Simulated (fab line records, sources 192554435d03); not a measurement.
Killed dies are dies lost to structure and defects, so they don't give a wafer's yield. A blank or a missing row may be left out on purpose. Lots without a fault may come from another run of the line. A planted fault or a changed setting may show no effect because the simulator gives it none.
Chamber matching | flow n5_finfet | N5_MOL_CONTACT_COAG_ETCH_106 on rie_diel-01: 4 sister chambers
The step etches SOC in N2/H2, target depth 80 nm, overetch 16 nm, time 120 s. 20 wafers are shown with their chamber, then 10 later ones without.

WAFERS WITH THEIR CHAMBER
wafer  | chamber | drypump_motor_current_A (A) | showerhead_plenum_p_Torr (Torr) | rf_vpp_V (V)
L074.1 | 1       | 5.9                         | 2.68                            | 527.6
L074.3 | 2       | 6.2                         | 2.60                            | 525.0
L074.5 | 1       | 6.0                         | 2.68                            | 527.8
L077.1 | 2       | 6.2                         | 2.59                            | 526.5
L077.3 | 3       | 5.1                         | 2.40                            | 519.9
L077.5 | 2       | 6.2                         | 2.59                            | 525.3
L079.3 | 2       | 6.2                         | 2.59                            | 525.7
L079.4 | 0       | 6.2                         | 2.55                            | 524.4
L079.6 | 0       | 6.2                         | 2.55                            | 523.8
L080.1 | 2       | 6.2                         | 2.59                            | 526.4
L080.2 | 3       | 5.1                         | 2.39                            | 519.5
L080.6 | 1       | 6.0                         | 2.67                            | 527.9
L082.2 | 0       | 6.2                         | 2.54                            | 524.2
L082.4 | 1       | 5.9                         | 2.67                            | 527.3
L082.6 | 0       | 6.2                         | 2.54                            | 523.7
L089.2 | 2       | 6.2                         | 2.58                            | 524.8
L089.4 | 1       | 5.9                         | 2.66                            | 528.7
L089.6 | 2       | 6.2                         | 2.58                            | 525.0
L090.1 | 1       | 5.9                         | 2.66                            | 527.0
L090.5 | 0       | 6.2                         | 2.53                            | 524.4

SIGNATURES (means of the wafers above)
reading                  | chamber 0 | chamber 1 | chamber 2 | chamber 3 | scatter within a chamber
drypump_motor_current_A  | 6.200     | 5.933     | 6.200     | 5.100     | 0.0289
showerhead_plenum_p_Torr | 2.5420    | 2.6700    | 2.5886    | 2.3950    | 0.00797
rf_vpp_V                 | 524.100   | 527.717   | 525.529   | 519.700   | 0.565
Rule: a wafer's distance from a chamber is the root of the sum, over the readings, of the square of ((its reading less the chamber's mean) divided by the reading's scatter). The wafer belongs to the nearest chamber; if the next one is less than 2 further off, it can't be placed. The scatter: the root of (the sum of the squares of (reading less its chamber's mean) over the shown wafers, divided by (wafers less chambers)).

WAFERS WITHOUT THEIR CHAMBER
wafer  | drypump_motor_current_A (A) | showerhead_plenum_p_Torr (Torr) | rf_vpp_V (V)
L090.6 | 5.9                         | 2.66                            | 527.5
L093.3 | 6.2                         | 2.53                            | 522.5
L093.4 | 6.2                         | 2.58                            | 527.4
L093.5 | 6.2                         | 2.53                            | 524.2
L094.4 | 6.2                         | 2.53                            | 523.3
L094.5 | 6.3                         | 2.53                            | 524.2
L094.6 | 5.1                         | 2.70                            | 529.1
L097.1 | 6.2                         | 2.58                            | 524.8
L097.4 | 5.9                         | 2.65                            | 528.0
L097.5 | 5.9                         | 2.65                            | 526.2

WHICH CHAMBER EACH WENT THROUGH
wafer  | from the rows above | in truth
L090.6 | 1                   | 1
L093.3 | 0                   | 0
L093.4 | 2                   | 2
L093.5 | 0                   | 0
L094.4 | 0                   | 0
L094.5 | 0                   | 0
L094.6 | 1                   | 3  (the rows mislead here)
L097.1 | 2                   | 2
L097.4 | 1                   | 1
L097.5 | 1                   | 1
Placed correctly: 9 of 10. Can't be placed from these rows: 0. Placed wrongly: 1.
